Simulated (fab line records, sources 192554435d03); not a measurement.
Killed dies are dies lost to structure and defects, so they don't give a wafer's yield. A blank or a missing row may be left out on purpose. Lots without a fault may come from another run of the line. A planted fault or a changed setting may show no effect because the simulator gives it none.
Which tool did it? | flow n5_finfet | 9 lots, 27 wafers sampled, at 6 steps of a route of 1938

WHAT THE GAUGES READ, wafer by wafer
N5_MOL_CONTACT_COAG_CD_MEAS_137: target cd 16 nm. Usual: cd_nm 15.9 nm, standard deviation 0.31.
lot  | measured     | on        | cd_nm (nm)     | flag
L751 | day 5 14:00  | cd_sem-02 | 16.4 15.7 16.0 |
L752 | day 5 22:18  | cd_sem-02 | 15.7 16.0 16.2 |
L754 | day 6 08:07  | cd_sem-01 | 16.6 16.3 15.9 |
L755 | day 6 18:59  | cd_sem-01 | 16.3 16.1 15.7 |
L757 | day 7 03:34  | cd_sem-01 | 15.4 16.3 16.1 |
L758 | day 7 06:32  | cd_sem-02 | 15.3 16.2 15.6 |
L761 | day 8 07:01  | cd_sem-02 | 16.0 16.0 16.0 |
L771 | day 10 19:19 | cd_sem-01 | 16.0 16.1 15.9 |
L772 | day 10 21:12 | cd_sem-02 | 16.2 16.2 16.2 |

N5_MOL_CONTACT_COAG_INSPECT_42: inspects for defects (brightfield). Usual: raw_defect_count 208, standard deviation 50.
lot  | measured     | on                | raw_defect_count | flag
L751 | day 5 14:32  | defect_inspect-01 | 180 249 189      |
L752 | day 5 22:52  | defect_inspect-02 | 256 165 159      |
L754 | day 6 08:31  | defect_inspect-02 | 200 276 171      |
L755 | day 6 19:24  | defect_inspect-02 | 282 211 152      |
L757 | day 7 04:05  | defect_inspect-01 | 161 339 215      |
L758 | day 7 07:04  | defect_inspect-02 | 325 292 258      |
L761 | day 8 07:33  | defect_inspect-01 | 223 331 200      |
L771 | day 10 19:51 | defect_inspect-01 | 190 140 194      |
L772 | day 10 21:37 | defect_inspect-01 | 165 237 215      |

N5_MOL_CONTACT_COAG_THK_MEAS_53. Usual: VIA_MOL_THK 43.7 nm, standard deviation 0.59.
lot  | measured     | on            | VIA_MOL_THK (nm) | flag
L751 | day 5 16:08  | film_metro-02 | 43.8 44.4 44.5   |
L752 | day 6 00:48  | film_metro-02 | 43.1 43.9 44.6   |
L754 | day 6 10:08  | film_metro-01 | 43.7 43.0 43.5   |
L755 | day 6 21:32  | film_metro-02 | 43.6 44.1 44.1   |
L757 | day 7 06:23  | film_metro-02 | 43.5 43.0 44.3   |
L758 | day 7 08:40  | film_metro-01 | 43.5 43.8 37.6   | OFF
L761 | day 8 09:10  | film_metro-02 | 37.2 43.6 44.0   | OFF
L771 | day 10 22:06 | film_metro-02 | 43.3 43.5 44.2   |
L772 | day 10 23:14 | film_metro-02 | 42.4 42.9 43.3   |

N5_BEOL_M4_RC_MEAS_101. Usual: DIBL_N 36.4 mV/V, standard deviation 1.4; DIBL_P 36.4 mV/V, standard deviation 1.5; IOFF_N 0.156 nA/um, standard deviation 0.022; IOFF_P 0.210 nA/um, standard deviation 0.023; ION_N 675 uA/um, standard deviation 9.1; ION_P 463 uA/um, standard deviation 5.7; SS_N 71.6 mV/dec, standard deviation 0.45; SS_P 73.3 mV/dec, standard deviation 0.56; VT_N 250 mV, standard deviation 3.1; VT_P -250.3 mV, standard deviation 2.3.
lot  | measured     | on        | DIBL_N (mV/V)  | DIBL_P (mV/V)  | IOFF_N (nA/um)    | IOFF_P (nA/um)    | ION_N (uA/um) | ION_P (uA/um) | SS_N (mV/dec)  | SS_P (mV/dec)  | VT_N (mV)   | VT_P (mV)            | flag
L751 | day 10 06:00 | prober-02 | 34.5 35.7 35.5 | 34.8 36.9 37.1 | 0.139 0.163 0.166 | 0.180 0.217 0.213 | 663 672 678   | 453 459 462   | 71.0 71.0 71.6 | 72.3 73.5 73.3 | 252 248 248 | -248.9 -248.0 -248.4 |
L752 | day 9 12:20  | prober-01 | 36.2 36.3 35.1 | 35.6 34.6 34.0 | 0.170 0.162 0.144 | 0.205 0.180 0.169 | 681 673 677   | 461 455 454   | 72.0 71.7 71.5 | 73.3 73.7 73.6 | 244 249 250 | -249.8 -252.2 -253.3 |
L754 | day 10 07:53 | prober-01 | 33.9 35.9 34.0 | 35.1 38.1 34.8 | 0.142 0.189 0.141 | 0.200 0.241 0.192 | 676 688 663   | 467 465 462   | 71.2 72.3 70.7 | 72.2 73.4 72.0 | 248 245 251 | -251.3 -246.9 -251.6 |
L755 | day 10 13:27 | prober-02 | 37.7 38.0 36.7 | 35.4 35.8 34.6 | 0.175 0.183 0.151 | 0.232 0.243 0.211 | 686 683 681   | 474 466 470   | 71.6 71.3 70.9 | 74.0 73.6 73.6 | 249 248 250 | -249.3 -246.3 -248.6 |
L757 | day 11 01:58 | prober-01 | 36.7 38.2 35.7 | 39.1 40.0 37.9 | 0.176 0.215 0.169 | 0.239 0.259 0.216 | 683 691 676   | 470 466 460   | 72.3 71.8 71.2 | 74.5 73.4 73.3 | 245 243 245 | -248.6 -246.6 -248.6 |
L758 | day 11 09:09 | prober-01 | 36.8 36.9 35.2 | 37.6 37.7 36.0 | 0.161 0.157 0.137 | 0.204 0.212 0.183 | 683 670 667   | 463 457 458   | 71.3 71.6 71.2 | 72.9 73.1 73.0 | 250 253 253 | -250.2 -247.6 -249.6 |
L761 | day 11 17:19 | prober-01 | 35.0 36.0 35.3 | 35.1 36.3 35.5 | 0.130 0.140 0.128 | 0.182 0.199 0.185 | 666 671 659   | 459 462 457   | 71.2 71.7 71.4 | 72.8 74.3 74.0 | 252 253 255 | -256.3 -251.6 -253.3 |
L771 | day 14 15:42 | prober-02 | 37.2 36.8 35.9 | 38.6 37.0 35.9 | 0.187 0.166 0.152 | 0.259 0.228 0.212 | 685 671 675   | 477 465 467   | 72.3 72.1 71.6 | 73.5 74.1 73.8 | 246 248 249 | -249.3 -249.0 -250.1 |
L772 | day 15 06:20 | prober-02 | 37.0 35.1 36.8 | 38.0 36.5 38.2 | 0.164 0.139 0.174 | 0.233 0.205 0.235 | 669 669 676   | 468 465 467   | 71.6 71.4 71.8 | 73.6 72.4 72.8 | 250 252 249 | -249.7 -248.6 -249.1 |

WHICH TOOL RAN EACH LOT (tool, then ch and the chambers of the sampled wafers, then the start)
lot  | N5_MOL_CONTACT_COAG_PECVD_31   | N5_MOL_CONTACT_COAG_ETCH_47
L751 | pecvd-04 ch 0,1, day 5 12:35   | rie_diel-03 ch 1,3, day 5 13:46
L752 | pecvd-04 ch 0,1,2, day 5 19:31 | rie_diel-03 ch 1,3, day 5 22:04
L754 | pecvd-01 ch 0,2, day 6 06:43   | rie_diel-05 ch 0,2,3, day 6 07:53
L755 | pecvd-03 ch 0,1,2, day 6 17:11 | rie_diel-05 ch 0,3, day 6 18:46
L757 | pecvd-04 ch 0,2, day 7 01:41   | rie_diel-02 ch 0,1,3, day 7 03:10
L758 | pecvd-04 ch 0,1,2, day 7 04:55 | rie_diel-03 ch 1,2,3, day 7 06:18
L761 | pecvd-04 ch 0,1,2, day 8 04:46 | rie_diel-05 ch 0,1,2, day 8 06:47
L771 | pecvd-01 ch 0,1, day 10 17:57  | rie_diel-05 ch 0,1,2, day 10 19:05
L772 | pecvd-01 ch 0,1, day 10 19:30  | rie_diel-03 ch 1,2, day 10 20:43
- N5_MOL_CONTACT_COAG_PECVD_31: deposits SiO2 from TEOS/O2, target thk 46 nm, time 8.9 s.
- N5_MOL_CONTACT_COAG_ETCH_47: etches SiNx in CH3F/O2, stops on W, target depth 27 nm.

WHAT THE TOOLS THEMSELVES READ (means of the sampled wafers that have a number; where no wafer has one, the mark that the record gives instead)
N5_MOL_CONTACT_COAG_ETCH_47. Usual: bias_w 73.01 W, standard deviation 0.2; drypump_motor_current_A 5.9 A, standard deviation 0.5; etch_rf_on_time_s 31.3 s, standard deviation 0.36; oes_f_703_au 0.80 a.u., standard deviation 0.076; oes_product_au 0.71 a.u., standard deviation 0.074; rf_vpp_V 299 V, standard deviation 3.1; showerhead_plenum_p_Torr 2.05 Torr, standard deviation 0.062; throttle_valve_pct 16.33 %, standard deviation 0.19.
lot  | tool        | bias_w (W) | drypump_motor_current_A (A) | etch_rf_on_time_s (s) | oes_f_703_au (a.u.) | oes_product_au (a.u.) | rf_vpp_V (V) | showerhead_plenum_p_Torr (Torr) | throttle_valve_pct (%) | flag
L751 | rie_diel-03 | 73.24      | 6.3                         | 31.6                  | 0.79                | 0.69                  | 297          | 2.03                            | 16.24                  |
L752 | rie_diel-03 | 72.92      | 6.3                         | 31.6                  | 0.79                | 0.69                  | 296          | 2.03                            | 16.23                  |
L754 | rie_diel-05 | 72.93      | 6.0                         | 31.4                  | 0.74                | 0.66                  | 299          | 2.08                            | 16.37                  |
L755 | rie_diel-05 | 73.18      | 5.9                         | 31.1                  | 0.76                | 0.68                  | 301          | 2.09                            | 16.47                  |
L757 | rie_diel-02 | 72.96      | 5.7                         | 31.0                  | 0.82                | 0.74                  | 302          | 2.05                            | 16.34                  |
L758 | rie_diel-03 | 72.98      | 6.2                         | 31.6                  | 0.82                | 0.72                  | 297          | 2.07                            | 16.28                  |
L761 | rie_diel-05 | 73.02      | 5.5                         | 31.8                  | 0.78                | 0.69                  | 298          | 2.04                            | 16.26                  |
L771 | rie_diel-05 | 72.92      | 5.5                         | 31.0                  | 0.75                | 0.68                  | 299          | 2.03                            | 16.31                  |
L772 | rie_diel-03 | 73.09      | 6.4                         | 31.9                  | 0.77                | 0.68                  | 299          | 2.09                            | 16.23                  |

THE ANSWER, worked out from the rows above alone
Rule: a lot is off if the mean of its wafers that have a number lies more than 3 standard deviations from the usual mean. A lot without any number at a reading at which 4 lots or more have one is off too. The other lots that the step has rows for count as sound. The gauges are gone through in route order, then the tools' own readings, and for those a lot's mean is taken as printed above. The first step at which some lot is off is used, and at that step the reading that is off furthest; a lot without a number counts as furthest.
Off: L758, L761, at N5_MOL_CONTACT_COAG_THK_MEAS_53 (VIA_MOL_THK).
A tool fits if, at a process step before that reading, it ran every lot that is off, and no sound lot after the first of them. The gauges at N5_MOL_CONTACT_COAG_THK_MEAS_53 are tried like those tools. One fits: pecvd-04 at N5_MOL_CONTACT_COAG_PECVD_31. Its last sound lot is L757 (day 7 01:41), its first lot that is off L758 (day 7 04:55): a fault that began between those two fits.

WHAT THE SIMULATOR HAD PUT IN
Site profile drift: pecvd-04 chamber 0, from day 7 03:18 on, at N5_MOL_CONTACT_COAG_PECVD_31. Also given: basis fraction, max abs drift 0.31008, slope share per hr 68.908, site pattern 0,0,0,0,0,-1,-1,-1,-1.
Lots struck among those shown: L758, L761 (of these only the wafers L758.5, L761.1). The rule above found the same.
